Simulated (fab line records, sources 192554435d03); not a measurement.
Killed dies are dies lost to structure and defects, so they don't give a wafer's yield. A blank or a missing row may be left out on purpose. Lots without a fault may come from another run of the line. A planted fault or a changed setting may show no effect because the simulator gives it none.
fab line records | flow n5_finfet | part 1 of 2: steps 1 to 30 of 35
record lots=5 wafers=15 last_day=16
route steps=1938 shown WELL_APT@39 PMOS_HMC_CHANNEL_EPI@57
lots that met no fault: from a run of the same line without faults
start_h: hours from the record's first day to the start of the lot's first wafer shown | wait_h: hours since the lot's step before | " the same as in the row above | L1.1+2: a row that stands for several wafers | - no value, or no start given | * or withheld: withheld | < > ~ a bound
route shown NAME@n: a module of which the file shows steps, and the number in the route of the first | usual: mean/standard deviation of fault-free wafers | same: alike in all rows | chamber/n: place in a boat | sites: the reading at each site | _std_site: their standard deviation | _edge_site: outer sites' mean less inner sites' | radius_mm: how far each site lies from the wafer's centre | mask NAME#n: copy n | behind: the tool/chamber that last shaped the wafer | hold: why the lot was held/for how many hours/how that ended | device: the transistor (n, p or np) that didn't switch | end of line: the same wafers' tests at the end of the route | a step without rows: its recipe alone | killed: dies lost to structure and defects at the first sort, not the wafer's yield | map: a wafer's dies, x killed, . not, _ none there
set.NAME: the setting as run; set.NAME@STEP: as run at that earlier step | model.NAME: the simulator's own value behind a step, which no gauge read
lots at some steps of the route; a table a step, a row a wafer
services: from which hour (start_h, from the record's first day; less than 0 if before it) a tool's chamber was out of use, for how many hours, and why
## steps
# step N5_WELL_APT_EXPOSE_22
# recipe mask_id=PWELL na=0.8 source_shape=conventional sigma_outer=0.8 polarization=unpolarized defocus_nm=0 target_cd_nm=200 dose_mj=23.2
# columns lot.wafer tool chamber start_h wait_h mask
L075.3+4+5 krf_scanner-01 0 21.09 - PWELL#0
L077.4+5+6 krf_scanner-02 0 32.80 - PWELL#0
L078.1+4+5 krf_scanner-02 0 39.16 - PWELL#0
L083.1+3+4 krf_scanner-02 0 68.86 - PWELL#0
L087.2+3+6 krf_scanner-02 0 93.03 - PWELL#0
# step N5_WELL_APT_PEB_23
# recipe peb_temp_c=130 peb_time_s=90
# same peb_time_s=90
# columns lot.wafer tool chamber start_h wait_h
L075.3+4+5 litho_track-01 0 21.14 0.0
L077.4+5+6 litho_track-03 0 32.84 0.0
L078.1+4+5 litho_track-05 0 39.22 0.1
L083.1+3+4 litho_track-05 0 68.92 0.1
L087.2+3+6 litho_track-03 0 93.08 0.0
# step N5_WELL_APT_DEVELOP_24
# recipe develop_time_s=45 rinse_liquid=surfactant_rinse dry=air_spin dev_temp_c=21
# columns lot.wafer tool chamber start_h wait_h
L075.3+4+5 litho_track-01 0 - -
L077.4+5+6 litho_track-03 0 - -
L078.1+4+5 litho_track-05 0 - -
L083.1+3+4 litho_track-05 0 - -
L087.2+3+6 litho_track-03 0 - -
# step N5_WELL_APT_HARDBAKE_29
# recipe temp_c=130 time_s=120
# columns lot.wafer tool chamber start_h wait_h
L075.3+4+5 litho_track-01 0 - -
L077.4+5+6 litho_track-03 0 - -
L078.1+4+5 litho_track-05 0 - -
L083.1+3+4 litho_track-05 0 - -
L087.2+3+6 litho_track-03 0 - -
# step N5_WELL_APT_CD_MEAS_25
# recipe target_cd_nm=200 landing_energy_ev=500 detector=se_inlens
# usual cd_nm=200.0/2.9
# columns lot.wafer tool chamber start_h wait_h cd_nm
L075.3 cd_sem-01 0 21.25 - 203.8
L075.4 " 0 " " 203.4
L075.5 " 0 " " 203.7
L077.4 cd_sem-03 0 32.95 - 196.7
L077.5 " 0 " " 200.4
L077.6 " 0 " " 201.8
L078.1 cd_sem-01 0 39.33 - 199.0
L078.4 " 0 " " 194.7
L078.5 " 0 " " 200.0
L083.1 cd_sem-02 0 69.04 - 198.8
L083.3 " 0 " " 201.5
L083.4 " 0 " " 198.8
L087.2 cd_sem-01 0 93.20 - 196.2
L087.3 " 0 " " 198.4
L087.6 " 0 " " 196.9
# step N5_WELL_APT_OVL_MEAS_26
# recipe points_per_wafer=44
# usual PWELL_OVL=-2/5.8
# columns lot.wafer tool chamber start_h wait_h PWELL_OVL[nm]
L075.3 overlay-01 0 21.28 0.0 -5
L075.4 " 0 " " -1
L075.5 " 0 " " -1
L077.4 overlay-01 0 32.98 0.0 -5
L077.5 " 0 " " -6
L077.6 " 0 " " -10
L078.1 overlay-01 0 39.37 0.0 -13
L078.4 " 0 " " -2
L078.5 " 0 " " -7
L083.1 overlay-01 0 69.07 0.0 5
L083.3 " 0 " " 7
L083.4 " 0 " " -1
L087.2 overlay-01 0 93.23 0.0 2
L087.3 " 0 " " 10
L087.6 " 0 " " 0
# step N5_WELL_APT_INSPECT_27
# recipe mode=adi inspect_instrument=macro
# usual raw_defect_count=2.3/1.5
# columns lot.wafer tool chamber start_h wait_h raw_defect_count
L075.3 defect_inspect-02 - 21.31 0.0 5
L075.4 " - " " 2
L075.5 " - " " 0
L077.4 defect_inspect-02 - 33.01 0.0 3
L077.5 " - " " 1
L077.6 " - " " 1
L078.1 defect_inspect-01 - 39.39 0.0 2
L078.4 " - " " 6
L078.5 " - " " 3
L083.1 defect_inspect-02 - 69.09 0.0 5
L083.3 " - " " 1
L083.4 " - " " 5
L087.2 defect_inspect-01 - 93.25 0.0 3
L087.3 " - " " 4
L087.6 " - " " 6
# step N5_WELL_APT_DESCUM_30
# recipe chemistry=O2 time_s=7.9 source_power_w=50 bias_power_w=20 pressure_mtorr=20 rf_frequency_hz=2.712e+07 temp_c=40 o2_flow_sccm=225
# usual bias_power_w=20.00/0.064 chamber_pressure_mTorr=20.003/0.019 drypump_motor_current_A=5.7/0.39 oes_product_au=0.78/0.095 rf_vpp_V=243.4/1.4 showerhead_plenum_p_Torr=2.12/0.066 throttle_valve_pct=20.53/0.22
# columns lot.wafer tool chamber start_h wait_h bias_power_w chamber_pressure_mTorr drypump_motor_current_A oes_product_au rf_hours_counter_h rf_vpp_V showerhead_plenum_p_Torr throttle_valve_pct
L075.3 rie_diel-03 0 21.34 0.0 20.09 20.005 5.5 0.77 124 242.0 2.11 20.63
L075.4 " 3 " " 19.95 19.992 5.9 0.73 209 243.6 2.16 20.69
L075.5 " 3 " " 20.02 20.004 5.9 0.72 - 242.2 2.16 20.70
L077.4 rie_diel-02 0 33.04 0.0 19.99 20.017 6.3 0.68 245 242.3 1.99 20.75
L077.5 " 1 " " 20.08 19.977 5.4 0.69 - 244.9 2.17 20.64
L077.6 " 2 " " 19.88 19.956 5.5 0.88 - 245.3 2.21 20.26
L078.1 rie_diel-02 2 39.42 0.0 20.01 20.019 5.5 0.88 39 246.5 2.21 20.26
L078.4 " 3 " " 19.91 19.991 5.7 0.75 - 240.5 2.02 20.71
L078.5 " 0 " " 20.07 20.018 6.3 0.67 - 242.3 1.99 20.76
L083.1 rie_diel-02 3 69.12 0.0 19.94 20.000 5.6 0.74 157 240.5 2.01 20.72
L083.3 " 2 " " 19.99 19.962 5.5 0.85 53 245.3 2.21 20.29
L083.4 " 3 " " 19.88 19.982 5.7 0.74 - 241.4 2.01 20.73
L087.2 rie_diel-05 0 93.29 0.0 19.96 19.990 5.7 0.74 175 244.9 2.17 20.36
L087.3 " 1 " " 19.99 20.006 5.9 0.89 25 242.1 2.03 20.20
L087.6 " 1 " " 19.96 20.019 5.9 0.90 - 241.4 2.03 20.20
# step N5_WELL_APT_IMPLANT_31
# recipe species=B energy_kev=60 dose_cm2=1.5e+13 tilt_deg=0 rotation_deg=0
# columns lot.wafer tool chamber start_h wait_h
L075.3+4+5 implanter-02 0 21.50 0.1
L077.4+5+6 implanter-01 0 33.23 0.2
L078.1+4+5 implanter-02 0 39.52 0.1
L083.1+3+4 implanter-02 0 69.22 0.1
L087.2+3+6 implanter-01 0 93.42 0.1
# step N5_WELL_APT_IMPLANT_32
# recipe species=BF2 energy_kev=50 dose_cm2=2e+13 tilt_deg=0 rotation_deg=0
# columns lot.wafer tool chamber start_h wait_h
L075.3+4+5 implanter-02 0 21.68 0.1
L077.4+5+6 implanter-01 0 33.41 0.1
L078.1+4+5 implanter-02 0 39.70 0.1
L083.1+3+4 implanter-02 0 69.40 0.1
L087.2+3+6 implanter-01 0 93.60 0.1
# step N5_WELL_APT_STRIP_33
# recipe chemistry=SPM time_s=900 temp_c=130 h2so4_h2o2_vol_ratio=4 dry=ipa_marangoni
# columns lot.wafer tool chamber start_h wait_h
L075.3+4+5 wet_bench-05 1,2,0 21.82 0.1
L077.4+5+6 wet_bench-04 6,2,0 33.53 0.1
L078.1+4+5 wet_bench-04 1,6,2 39.91 0.2
L083.1+3+4 wet_bench-05 3,1,0 69.61 0.2
L087.2+3+6 wet_bench-06 0,1,7 93.77 0.1
# step N5_WELL_APT_RTA_34
# recipe temp_c=1000 time_s=10 ambient=N2 idle_temp_c=600 ramp_up_c_per_s=150 ramp_down_c_per_s=60 cool_to_c=600
# usual lamp_power_pct=12.99/0.055 lamp_zone_6_pct=12.925/0.023 wafer_temp_C_max=1003.6/1
# columns lot.wafer tool chamber start_h wait_h lamp_power_pct lamp_zone_6_pct wafer_temp_C_max
L075.3 rtp_anneal-01 0 22.43 0.3 13.01 12.958 1003.1
L075.4 " 0 " " 13.08 12.920 1004.5
L075.5 " 0 " " 13.04 12.926 1003.9
L077.4 rtp_anneal-01 0 33.99 0.2 13.04 12.914 1003.8
L077.5 " 0 " " 12.93 12.916 1002.4
L077.6 " 0 " " 12.93 12.889 1003.9
L078.1 rtp_anneal-01 0 40.21 0.0 13.04 12.929 1003.7
L078.4 " 0 " " 13.10 12.911 1003.8
L078.5 " 0 " " 13.04 12.968 1004.5
L083.1 rtp_anneal-01 0 70.05 0.2 13.07 12.944 1004.3
L083.3 " 0 " " 13.01 12.901 1004.7
L083.4 " 0 " " 12.89 12.948 1005.4
L087.2 rtp_anneal-02 0 94.07 0.0 12.96 12.913 1002.8
L087.3 " 0 " " 13.00 12.909 1003.7
L087.6 " 0 " " 12.92 12.931 1002.1
# step N5_WELL_APT_OXIDE_STRIP_42
# recipe chemistry=dHF dilution=25:1 time_s=45 temp_c=25 target=SiO2 target_depth_a=120
# columns lot.wafer tool chamber start_h wait_h
L075.3+4+5 wet_bench-04 4,2,7 22.53 0.1
L077.4+5+6 wet_bench-05 3,0,2 34.10 0.1
L078.1+4+5 wet_bench-04 1,3,7 40.35 0.1
L083.1+3+4 wet_bench-05 0,3,4 70.20 0.1
L087.2+3+6 wet_bench-06 6,4,7 94.19 0.1
# step N5_WELL_APT_PRECLEAN_36
# recipe chemistry=O3/DIW time_s=45 temp_c=22 o3_ppm=10
# columns lot.wafer tool chamber start_h wait_h
L075.3+4+5 wet_bench-04 4,2,7 22.55 0.0
L077.4+5+6 wet_bench-05 3,0,2 34.11 0.0
L078.1+4+5 wet_bench-04 1,3,7 40.37 0.0
L083.1+3+4 wet_bench-05 0,3,4 70.21 0.0
L087.2+3+6 wet_bench-06 6,4,7 94.21 0.0
# step N5_WELL_APT_PRECLEAN_39
# recipe chemistry=dHF time_s=60 dilution=150:1 temp_c=25
# columns lot.wafer tool chamber start_h wait_h
L075.3+4+5 wet_bench-04 4,2,7 22.56 0.0
L077.4+5+6 wet_bench-05 3,0,2 34.12 0.0
L078.1+4+5 wet_bench-04 1,3,7 40.38 0.0
L083.1+3+4 wet_bench-05 0,3,4 70.22 0.0
L087.2+3+6 wet_bench-06 6,4,7 94.22 0.0
# step N5_WELL_APT_SRD_37
# recipe dry=ipa_marangoni do_ppb=5 time_s=30 temp_c=23 rinse_liquid=diw
# columns lot.wafer tool chamber start_h wait_h
L075.3+4+5 wet_bench-04 4,2,7 22.58 0.0
L077.4+5+6 wet_bench-05 3,0,2 34.14 0.0
L078.1+4+5 wet_bench-04 1,3,7 40.40 0.0
L083.1+3+4 wet_bench-05 0,3,4 70.24 0.0
L087.2+3+6 wet_bench-06 6,4,7 94.24 0.0
# step N5_WELL_APT_EPI_41
# recipe material=Si target_thk_a=500 temp_c=650 precursor=SiH4/H2 pressure_torr=20 time_s=297.7
# usual throttle_valve_pct=11.6/0.32
# columns lot.wafer tool chamber start_h wait_h throttle_valve_pct
L075.3 epi_rpcvd-02 0 22.83 0.2 11.4
L075.4 " 0 " " 11.7
L075.5 " 0 " " 11.7
L077.4 epi_rpcvd-02 0 34.95 0.8 11.7
L077.5 " 0 " " 11.3
L077.6 " 0 " " 11.8
L078.1 epi_rpcvd-01 0 40.45 0.0 11.8
L078.4 " 0 " " 11.8
L078.5 " 0 " " 11.9
L083.1 epi_rpcvd-02 0 70.29 0.0 11.7
L083.3 " 0 " " 11.6
L083.4 " 0 " " 11.5
L087.2 epi_rpcvd-01 0 94.39 0.1 12.0
L087.3 " 0 " " 11.9
L087.6 " 0 " " 12.2
# step N5_WELL_APT_INSPECT_38
# recipe inspect_instrument=darkfield mode=post_epi
# usual raw_defect_count=14/5.2
# columns lot.wafer tool chamber start_h wait_h raw_defect_count
L075.3 defect_inspect-02 - 23.27 0.3 5
L075.4 " - " " 3
L075.5 " - " " 8
L077.4 defect_inspect-02 - 35.29 0.2 19
L077.5 " - " " 24
L077.6 " - " " 17
L078.1 defect_inspect-02 - 41.09 0.5 9
L078.4 " - " " 10
L078.5 " - " " 14
L083.1 defect_inspect-01 - 70.93 0.5 16
L083.3 " - " " 10
L083.4 " - " " 19
L087.2 defect_inspect-02 - 94.92 0.4 12
L087.3 " - " " 7
L087.6 " - " " 14
# step N5_PMOS_HMC_CHANNEL_EPI_HM_DEP_34
# recipe material=SiO2 target_thk_a=360 temp_c=400 precursor=TEOS/O2 pressure_torr=6.5 rf_w=900 teos_flow_sccm=161.4 gas=O2 flow_sccm=2650 time_s=6.9
# usual heater_power_w=571/100 showerhead_plenum_p_Torr=8.33/0.033 throttle_valve_pct=18.6/0.69
# columns lot.wafer tool chamber start_h wait_h heater_power_w showerhead_plenum_p_Torr throttle_valve_pct
L075.3 pecvd-03 0 23.30 0.0 646 8.30 18.9
L075.4 " 0 " " 635 8.31 19.1
L075.5 " 1 " " 651 8.28 19.8
L077.4 pecvd-02 0 35.34 0.0 417 8.29 18.0
L077.5 " 1 " " 553 8.35 18.2
L077.6 " 2 " " 447 8.33 17.7
L078.1 pecvd-02 1 41.12 0.0 680 8.35 18.0
L078.4 " 0 " " 314 8.28 18.3
L078.5 " 1 " " 681 8.34 18.1
L083.1 pecvd-01 2 70.96 0.0 555 8.30 18.3
L083.3 " 0 " " 553 8.32 18.7
L083.4 " 0 " " 564 8.34 18.7
L087.2 pecvd-01 2 94.96 0.0 535 8.31 18.9
L087.3 " 0 " " 578 8.33 18.6
L087.6 " 2 " " 556 8.33 18.7
# step N5_PMOS_HMC_CHANNEL_EPI_COAT_31
# recipe resist=BARC temp_c=205 time_s=60 spin_rpm=1500 resist_thk_nm=66
# columns lot.wafer tool chamber start_h wait_h
L075.3+4+5 litho_track-05 0 23.36 0.0
L077.4+5+6 litho_track-05 0 35.38 0.0
L078.1+4+5 litho_track-02 0 41.18 0.0
L083.1+3+4 litho_track-05 0 71.02 0.0
L087.2+3+6 litho_track-02 0 95.01 0.0
# step N5_PMOS_HMC_CHANNEL_EPI_COAT_03
# recipe resist=CAR-ArF-block spin_rpm=1500 resist_thk_nm=205
# columns lot.wafer tool chamber start_h wait_h
L075.3+4+5 litho_track-05 0 - -
L077.4+5+6 litho_track-05 0 - -
L078.1+4+5 litho_track-02 0 - -
L083.1+3+4 litho_track-05 0 - -
L087.2+3+6 litho_track-02 0 - -
# step N5_PMOS_HMC_CHANNEL_EPI_EBR_05
# recipe solvent=PGMEA ebr_width_mm=1.5
# columns lot.wafer tool chamber start_h wait_h
L075.3+4+5 litho_track-05 0 - -
L077.4+5+6 litho_track-05 0 - -
L078.1+4+5 litho_track-02 0 - -
L083.1+3+4 litho_track-05 0 - -
L087.2+3+6 litho_track-02 0 - -
# step N5_PMOS_HMC_CHANNEL_EPI_SOFTBAKE_04
# recipe temp_c=110 time_s=60 resist=CAR-ArF-block
# columns lot.wafer tool chamber start_h wait_h
L075.3+4+5 litho_track-05 0 - -
L077.4+5+6 litho_track-05 0 - -
L078.1+4+5 litho_track-02 0 - -
L083.1+3+4 litho_track-05 0 - -
L087.2+3+6 litho_track-02 0 - -
# step N5_PMOS_HMC_CHANNEL_EPI_EXPOSE_06
# recipe mask_id=PMOS_HMC_BLK na=1.35 source_shape=conventional sigma_outer=0.8 polarization=unpolarized target_cd_nm=240 dose_mj=41
# columns lot.wafer tool chamber start_h wait_h mask
L075.3+4+5 arfi_scanner-02 0 23.60 - PMOS_HMC_BLK#0
L077.4+5+6 arfi_scanner-02 0 35.62 - PMOS_HMC_BLK#0
L078.1+4+5 arfi_scanner-03 0 41.40 - PMOS_HMC_BLK#0
L083.1+3+4 arfi_scanner-03 0 71.24 - PMOS_HMC_BLK#0
L087.2+3+6 arfi_scanner-02 0 95.12 - PMOS_HMC_BLK#0
# step N5_PMOS_HMC_CHANNEL_EPI_PEB_07
# recipe peb_temp_c=110 peb_time_s=60 resist=CAR-ArF-block
# same peb_time_s=60
# columns lot.wafer tool chamber start_h wait_h
L075.3+4+5 litho_track-05 0 23.64 0.0
L077.4+5+6 litho_track-05 0 35.67 0.0
L078.1+4+5 litho_track-04 0 41.46 0.1
L083.1+3+4 litho_track-04 0 71.30 0.1
L087.2+3+6 litho_track-04 0 95.17 0.0
# step N5_PMOS_HMC_CHANNEL_EPI_DEVELOP_08
# recipe develop_time_s=30 developer=TMAH resist=CAR-ArF-block dev_temp_c=23 rinse_liquid=diw dry=air_spin
# columns lot.wafer tool chamber start_h wait_h
L075.3+4+5 litho_track-05 0 - -
L077.4+5+6 litho_track-05 0 - -
L078.1+4+5 litho_track-04 0 - -
L083.1+3+4 litho_track-04 0 - -
L087.2+3+6 litho_track-04 0 - -
# step N5_PMOS_HMC_CHANNEL_EPI_CD_MEAS_09
# recipe target_cd_nm=237.4 landing_energy_ev=500 detector=se_inlens
# usual cd_nm=237.6/0.93
# columns lot.wafer tool chamber start_h wait_h cd_nm
L075.3 cd_sem-01 0 23.71 - 237.4
L075.4 " 0 " " 238.0
L075.5 " 0 " " 237.7
L077.4 cd_sem-01 0 35.73 - 237.0
L077.5 " 0 " " 237.3
L077.6 " 0 " " 236.6
L078.1 cd_sem-01 0 41.53 - 237.7
L078.4 " 0 " " 238.4
L078.5 " 0 " " 236.1
L083.1 cd_sem-01 0 71.37 - 237.9
L083.3 " 0 " " 238.6
L083.4 " 0 " " 238.6
L087.2 cd_sem-01 0 95.24 - 238.2
L087.3 " 0 " " 238.5
L087.6 " 0 " " 237.4
# step N5_PMOS_HMC_CHANNEL_EPI_OVL_MEAS_10
# recipe points_per_wafer=44
# usual PMOS_HMC_BLK_OVL=0.5/0.69
# columns lot.wafer tool chamber start_h wait_h PMOS_HMC_BLK_OVL[nm]
L075.3 overlay-01 0 23.74 0.0 1.2
L075.4 " 0 " " 0.0
L075.5 " 0 " " 0.1
L077.4 overlay-01 0 35.76 0.0 0.3
L077.5 " 0 " " 0.8
L077.6 " 0 " " 0.8
L078.1 overlay-01 0 41.56 0.0 0.2
L078.4 " 0 " " 0.0
L078.5 " 0 " " -0.2
L083.1 overlay-01 0 71.40 0.0 0.9
L083.3 " 0 " " 1.8
L083.4 " 0 " " 2.8
L087.2 overlay-01 0 95.30 0.1 0.5
L087.3 " 0 " " 0.0
L087.6 " 0 " " -0.4
# step N5_PMOS_HMC_CHANNEL_EPI_INSPECT_11
# recipe mode=adi inspect_instrument=macro
# usual raw_defect_count=2.2/1.4
# columns lot.wafer tool chamber start_h wait_h raw_defect_count
L075.3 defect_inspect-02 - 23.77 0.0 4
L075.4 " - " " 4
L075.5 " - " " 2
L077.4 defect_inspect-01 - 35.79 0.0 3
L077.5 " - " " 3
L077.6 " - " " 3
L078.1 defect_inspect-01 - 41.58 0.0 0
L078.4 " - " " 2
L078.5 " - " " 3
L083.1 defect_inspect-01 - 71.42 0.0 1
L083.3 " - " " 3
L083.4 " - " " 6
L087.2 defect_inspect-01 - 95.33 0.0 0
L087.3 " - " " 2
L087.6 " - " " 2
# step N5_PMOS_HMC_CHANNEL_EPI_DESCUM_14
# recipe chemistry=O2 time_s=7.9 source_power_w=50 bias_power_w=20 pressure_mtorr=20 rf_frequency_hz=2.712e+07 temp_c=40 resist=CAR-ArF-block o2_flow_sccm=225
# usual bias_power_w=20.01/0.064 chamber_pressure_mTorr=19.999/0.029 drypump_motor_current_A=5.5/0.38 oes_product_au=0.78/0.085 rf_vpp_V=243.4/1.3 showerhead_plenum_p_Torr=2.10/0.06 throttle_valve_pct=20.42/0.25
# columns lot.wafer tool chamber start_h wait_h bias_power_w chamber_pressure_mTorr drypump_motor_current_A oes_product_au rf_hours_counter_h rf_vpp_V showerhead_plenum_p_Torr throttle_valve_pct
L075.3 rie_diel-04 0 23.80 0.0 19.90 20.026 5.3 0.73 185 243.8 2.16 20.79
L075.4 " 1 " " 20.00 19.996 5.6 0.72 202 242.8 2.16 20.80
L075.5 " 1 " " 19.99 20.022 5.6 0.72 - 243.7 2.16 20.80
L077.4 rie_diel-01 3 36.25 0.5 20.13 19.965 5.3 0.91 48 244.6 2.11 20.21
L077.5 " 0 " " 20.10 20.009 6.3 0.70 - 241.8 2.07 20.35
L077.6 " 3 " " 20.05 19.965 5.2 0.90 - 242.6 2.11 20.20
L078.1 rie_diel-06 3 41.62 0.0 20.01 19.963 4.9 0.76 142 244.2 2.06 20.29
L078.4 " 0 " " 19.99 20.000 5.5 0.76 143 240.8 2.01 20.84
L078.5 " 2 " " 19.95 20.028 5.3 0.95 - 244.4 2.15 20.09
L083.1 rie_diel-04 2 71.46 0.0 20.04 19.982 5.6 0.78 111 243.5 2.01 20.22
L083.3 " 3 " " 19.79 19.975 5.2 0.68 231 242.3 2.07 20.53
L083.4 " 1 " " 20.01 19.968 5.6 0.71 215 244.2 2.16 20.81
L087.2 rie_diel-06 1 95.36 0.0 20.01 20.028 5.8 0.72 210 243.5 2.06 20.24
L087.3 " 0 " " 19.99 20.001 5.5 0.75 155 242.9 2.01 20.85
L087.6 " 1 " " 19.98 20.016 5.8 0.72 - 241.6 2.06 20.25
